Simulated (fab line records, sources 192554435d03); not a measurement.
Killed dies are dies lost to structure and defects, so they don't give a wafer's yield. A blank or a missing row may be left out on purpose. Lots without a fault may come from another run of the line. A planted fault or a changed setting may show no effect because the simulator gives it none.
Chamber matching | flow n5_finfet | N5_BEOL_M4_ALD_98 on ald_sin-04: 4 sister chambers
The step deposits SiO2, target thk 2.5 nm, pulse time 1 s, co reactant pulse time 1 s. 4 wafers are shown with their chamber, then 8 later ones without.

WAFERS WITH THEIR CHAMBER
wafer  | chamber | heater_power_w (W)
L081.6 | 3       | 62
L083.6 | 0       | 89
L089.6 | 1       | 67
L094.1 | 2       | 78

WAFERS WITHOUT THEIR CHAMBER
wafer  | heater_power_w (W)
L094.4 | 65
L094.5 | 87
L095.2 | 67
L095.4 | 91
L095.6 | 61
L097.1 | 88
L097.3 | 66
L097.5 | 90

WHICH CHAMBER EACH WENT THROUGH
wafer  | from the rows above     | in truth
L094.4 | can't be placed: 1 or 3 | 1
L094.5 | 0                       | 0
L095.2 | 1                       | 1
L095.4 | 0                       | 0
L095.6 | 3                       | 3
L097.1 | 0                       | 0
L097.3 | 1                       | 1
L097.5 | 0                       | 0
Placed correctly: 7 of 8. Can't be placed from these rows: 1 (the true chamber is among the candidates in 1). Placed wrongly: 0.
How it was worked out, from the rows above alone: a wafer's distance from a chamber is the root of the sum, over the readings, of the square of ((its reading less the chamber's mean) divided by the reading's scatter). The wafer belongs to the nearest chamber; if the next one is less than 2 further off, it can't be placed. A chamber's mean is the mean of its shown wafers. The scatter: with one shown wafer a chamber, the root of the mean of the squares of how far each hidden wafer lies from its nearest shown one.
